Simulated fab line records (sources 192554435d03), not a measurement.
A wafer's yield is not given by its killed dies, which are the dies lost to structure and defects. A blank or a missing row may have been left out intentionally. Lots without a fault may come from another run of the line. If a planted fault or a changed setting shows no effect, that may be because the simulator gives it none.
Split-lot trial ; flow n5_finfet ; on a route of 1938 steps: 7 lots, 21 wafers read

## THE SPLIT
At N5_BEOL_M10_EXPOSE_25 (exposes mask V9), the setting dose_mj was moved away from the recipe's 85.5 on 6 of the 21 wafers read, by -5.0% to +7.2%. This setting was run at the recipe's value on the other wafers.

## FROM THE SPLIT TO THE READING: what the file shows between them, 2 steps
- N5_BEOL_M10_PEB_26: peb time 60 s
- N5_BEOL_M10_DEVELOP_27: develop time 30 s

## THE READING
cd_nm at N5_BEOL_M10_CD_MEAS_28, given in nm (cd target 70 nm). On this fab line, fault-free wafers typically give 70.8 nm with a standard deviation of 1 nm.

wafer;tool, chamber at the split;dose_mj as run;against the recipe;cd_nm, nm;against lot-mates on the recipe
L074.2;arfi_scanner-02, 0;87.35;+2.2%;73.1;+2.2
L074.4;arfi_scanner-02, 0;85.5;recipe;70.4;-
L074.6;arfi_scanner-02, 0;85.5;recipe;71.4;-
L075.1;arfi_scanner-01, 0;85.5;recipe;70.3;-
L075.4;arfi_scanner-01, 0;85.5;recipe;70.0;-
L075.5;arfi_scanner-01, 0;81.21;-5.0%;66.3;-3.9
L078.1;arfi_scanner-02, 0;85.5;recipe;70.9;-
L078.3;arfi_scanner-02, 0;85.5;recipe;70.2;-
L078.6;arfi_scanner-02, 0;83.61;-2.2%;69.0;-1.6
L090.4;arfi_scanner-03, 0;85.5;recipe;69.4;-
L090.5;arfi_scanner-03, 0;85.5;recipe;69.6;-
L090.6;arfi_scanner-03, 0;88.56;+3.6%;75.3;+5.8
L089.1;arfi_scanner-02, 0;85.5;recipe;71.0;-
L089.3;arfi_scanner-02, 0;85.5;recipe;71.8;-
L089.4;arfi_scanner-02, 0;85.5;recipe;72.7;-
L091.2;arfi_scanner-01, 0;85.5;recipe;71.3;-
L091.3;arfi_scanner-01, 0;85.5;recipe;69.9;-
L091.4;arfi_scanner-01, 0;85.5;recipe;70.5;-
L096.1;arfi_scanner-03, 0;85.5;recipe;71.1;-
L096.3;arfi_scanner-03, 0;91.62;+7.2%;76.3;+5.2
L096.5;arfi_scanner-03, 0;91.62;+7.2%;77.4;+6.3

THE FIT
A straight line over all 21 wafers: cd_nm changes by +0.896 nm for each +1% of dose_mj; r = +0.94; the points scatter about the line by 0.85 nm.
The same after taking each lot's own level away (the mean of its wafers on the recipe; 21 wafers): +0.858 nm for each +1%; r = +0.95; scatter 0.78 nm.
According to that fit, moving dose_mj by its largest amount changes the reading by 6.1 nm.
The span of the lots' own levels, 69.50 to 71.83 nm, comes to 2.3 times the standard deviation stated above.
The two slopes agree, so the slope changes little with the lot-to-lot level.
Check: with one of the wafers moved furthest among these (+7.2%) left out of the fit, the line predicts +6.87 nm for it against its lot-mates. It came out at +5.2 nm against them.

## OTHER SPLITS ON THESE WAFERS
Before the reading, these wafers also passed through other splits. Each is held against what the fit with the lots' levels taken away leaves over:
other split on the same wafers;wafers away from the commonest value;r with cd_nm (lot level and that fit taken away)
N5_BEOL_M7_DESCUM_33 time_s;7;+0.03
N5_BEOL_M8_DEP_56 time_s;6;-0.04
N5_BEOL_M9_ILD_DEP_00 time_s;6;-0.16
N5_BEOL_M9_ETCH_65 bias_w;4;-0.13
N5_BEOL_M9_TRENCH_ETCH_37 source_w;7;-0.19
N5_BEOL_M10_ETCH_62 time_s;10;-0.29

## FILE'S OWN FIT
cd_nm changes by +0.905 nm for each +1% of dose_mj, r = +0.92.
